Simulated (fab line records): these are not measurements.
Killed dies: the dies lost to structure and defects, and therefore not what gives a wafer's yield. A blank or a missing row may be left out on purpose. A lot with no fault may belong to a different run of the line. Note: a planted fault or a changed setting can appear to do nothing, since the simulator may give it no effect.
Matching of chambers :: flow n5Finfet :: N5_DUMMY_GATE_ETCH_32 on rieSi-01 has 4 sister chambers
The step etches SiO2 in CF4, target depth 3.5 nm, time 3.9 s. 4 wafers are shown with their chamber, then 8 later ones without.

## WAFERS PAIRED WITH THEIR CHAMBERS
wafer: L087.4
chamber: 3
throttleValvePct (%): 21.52

wafer: L089.1
chamber: 2
throttleValvePct (%): 21.40

wafer: L089.5
chamber: 0
throttleValvePct (%): 22.00

wafer: L092.2
chamber: 1
throttleValvePct (%): 22.30

## WAFERS MISSING THEIR CHAMBER
wafer: L092.3
throttleValvePct (%): 21.39

wafer: L092.4
throttleValvePct (%): 22.03

wafer: L093.1
throttleValvePct (%): 21.53

wafer: L093.3
throttleValvePct (%): 22.31

wafer: L093.6
throttleValvePct (%): 22.02

wafer: L097.1
throttleValvePct (%): 22.04

wafer: L097.3
throttleValvePct (%): 21.40

wafer: L097.5
throttleValvePct (%): 22.31

## WHICH CHAMBER EACH ONE RAN IN
wafer: L092.3
from the rows above: 2
in truth: 2

wafer: L092.4
from the rows above: 0
in truth: 0

wafer: L093.1
from the rows above: 3
in truth: 3

wafer: L093.3
from the rows above: 1
in truth: 1

wafer: L093.6
from the rows above: 0
in truth: 0

wafer: L097.1
from the rows above: 0
in truth: 0

wafer: L097.3
from the rows above: 2
in truth: 2

wafer: L097.5
from the rows above: 1
in truth: 1
Placed correctly: 8 of 8. Not placeable from these rows: 0. 0 placed wrongly.
How it was worked out, from the rows above alone: a wafer's distance from a chamber is the root of the sum, over the readings, of the square of ((its reading less the chamber's mean) divided by the reading's scatter). If the next closest chamber is less than 2 further off than the closest, the wafer can't be placed; otherwise it belongs to the closest. A chamber's mean is the mean of its shown wafers. The scatter: with one shown wafer a chamber, the root of the mean of the squares of how far each hidden wafer lies from its nearest shown one.
